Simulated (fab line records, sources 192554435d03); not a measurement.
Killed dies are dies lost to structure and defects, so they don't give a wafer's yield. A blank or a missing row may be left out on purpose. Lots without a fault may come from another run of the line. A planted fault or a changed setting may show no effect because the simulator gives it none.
Split-lot experiment | flow n5_finfet | 7 lots, 39 wafers read, on a route of 1938 steps

THE SPLIT
At N5_BEOL_M14_DESCUM_33 (chemistry O2, time 7.9 s), the setting time_s was moved away from the recipe's 7.9 s on 12 of the 39 wafers read, by -40.7% to +59.2%. The other wafers ran this setting at the recipe's value.

The file shows no step between the split and the reading.

THE READING
coat_of_BEOL_M14_COAT_22.thk_nm (the simulator's own value, which no gauge read), in nm, at N5_BEOL_M14_ETCH_67 (etches SiARC in CF4, target depth 143 nm, time 238.3 s). The file gives no usual value for it. The 27 wafers here that ran the recipe average 211.3 nm, standard deviation 0.86 nm.

wafer  | tool, chamber at the split | time_s as run, s | against the recipe | coat_of_BEOL_M14_COAT_22.thk_nm, nm | against lot-mates on the recipe
L077.1 | rie_diel-01, 0             | 7.9              | recipe             | 212.4                               | -
L077.2 | rie_diel-01, 2             | 7.9              | recipe             | 212.4                               | -
L077.3 | rie_diel-01, 1             | 7.9              | recipe             | 212                                 | -
L077.4 | rie_diel-01, 1,0           | 7.9              | recipe             | 212                                 | -
L077.5 | rie_diel-01, 1,0           | 7.9              | recipe             | 211.8                               | -
L077.6 | rie_diel-01, 2             | 7.9              | recipe             | 211                                 | -
L079.1 | rie_diel-06, 3,0           | 7.9              | recipe             | 210                                 | -
L079.2 | rie_diel-06, 3,0           | 7.9              | recipe             | 210.2                               | -
L079.3 | rie_diel-06, 2             | 12.58            | +59.2%             | 207                                 | -2.9
L079.6 | rie_diel-06, 0             | 12.58            | +59.2%             | 207                                 | -2.9
L079.4 | rie_diel-06, 2             | 12.58            | +59.2%             | 208                                 | -1.9
L079.5 | rie_diel-06, 3             | 7.9              | recipe             | 209.6                               | -
L082.1 | rie_diel-05, 0             | 7.9              | recipe             | 211.6                               | -
L082.2 | rie_diel-05, 2             | 7.9              | recipe             | 211.2                               | -
L082.3 | rie_diel-05, 1             | 7.9              | recipe             | 210.8                               | -
L082.4 | rie_diel-05, 3,2           | 4.684            | -40.7%             | 212.8                               | +1.6
L082.5 | rie_diel-05, 3             | 4.684            | -40.7%             | 212.8                               | +1.6
L082.6 | rie_diel-05, 3,2           | 4.684            | -40.7%             | 212.8                               | +1.6
L089.1 | rie_diel-01, 0             | 7.9              | recipe             | 210                                 | -
L089.2 | rie_diel-01, 2             | 9.842            | +24.6%             | 209.8                               | -0.8
L089.3 | rie_diel-01, 1             | 7.9              | recipe             | 211.2                               | -
L089.4 | rie_diel-01, 3             | 9.842            | +24.6%             | 209.6                               | -1.0
L089.6 | rie_diel-01, 3             | 9.842            | +24.6%             | 209.6                               | -1.0
L089.5 | rie_diel-01, 0             | 7.9              | recipe             | 210.6                               | -
L088.1 | rie_diel-06, 0,1           | 7.9              | recipe             | 211.8                               | -
L088.2 | rie_diel-06, 2             | 7.9              | recipe             | 211.2                               | -
L088.6 | rie_diel-06, 1             | 7.9              | recipe             | 211.2                               | -
L088.3 | rie_diel-06, 3             | 7.9              | recipe             | 212.2                               | -
L088.4 | rie_diel-06, 0,1           | 7.9              | recipe             | 211.6                               | -
L088.5 | rie_diel-06, 0             | 7.9              | recipe             | 211.6                               | -
L094.1 | rie_diel-01, 3             | 9.964            | +26.1%             | 208.2                               | -2.2
L094.2 | rie_diel-01, 0             | 7.9              | recipe             | 210.2                               | -
L094.3 | rie_diel-01, 1             | 9.964            | +26.1%             | 209.6                               | -0.8
L094.6 | rie_diel-01, 0             | 9.964            | +26.1%             | 209.6                               | -0.8
L094.4 | rie_diel-01, 2             | 7.9              | recipe             | 210.6                               | -
L094.5 | rie_diel-01, 1             | 7.9              | recipe             | 210.4                               | -
L095.1 | rie_diel-05, 3,2           | 7.9              | recipe             | 212.2                               | -
L095.2 | rie_diel-05, 0             | 7.9              | recipe             | 212.6                               | -
L095.4 | rie_diel-05, 3,2           | 7.9              | recipe             | 212.6                               | -
Where a row lists several chambers, the file gives one row for several wafers and doesn't say which wafer went through which chamber.

THE FIT
A straight line over all 39 wafers: coat_of_BEOL_M14_COAT_22.thk_nm changes by -0.059 nm for each +1% of time_s; r = -0.85; the points scatter about the line by 0.83 nm.
The same after taking each lot's own level away (the mean of its wafers on the recipe; 39 wafers): -0.0424 nm for each +1%; r = -0.92; scatter 0.39 nm.
On that fit, the largest move of time_s shifts the reading by 2.5 nm.
The lots' own levels span 209.93 to 212.47 nm, that is 2.9 times the standard deviation above.
So the lot-to-lot level changes the slope: the two fits differ.
Check: with one of the wafers moved furthest among these (+59.2%) left out of the fit, the line predicts -2.44 nm for it against its lot-mates. It came out at -2.93 nm against them.

OTHER SPLITS ON THESE WAFERS
These wafers also went through other splits before the reading. Each is held against what the fit with the lots' levels taken away leaves over:
other split on the same wafers            | wafers away from the commonest value | r with coat_of_BEOL_M14_COAT_22.thk_nm (lot level and that fit taken away)
N5_BEOL_M11_TRENCH_ETCH_37 target_depth_a | 15                                   | -0.14

THE WHOLE CHAIN: every reading that the file lists as answering this split, in the file's order
step                  | what it does                                           | reading                                                                          | change (the file's fit)                | r (the file's)
N5_BEOL_M14_DESCUM_33 | chemistry O2, time 7.9 s                               | coat_of_BEOL_M14_COAT_22.thk_nm (the simulator's own value, which no gauge read) | -0.0424 nm for each +1% of the setting | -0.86
N5_BEOL_M14_ETCH_67   | etches SiARC in CF4, target depth 143 nm, time 238.3 s | coat_of_BEOL_M14_COAT_22.thk_nm (the simulator's own value, which no gauge read) | -0.0426 nm for each +1% of the setting | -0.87

THE FILE'S OWN FIT
coat_of_BEOL_M14_COAT_22.thk_nm changes by -0.0426 nm for each +1% of time_s, r = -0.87.
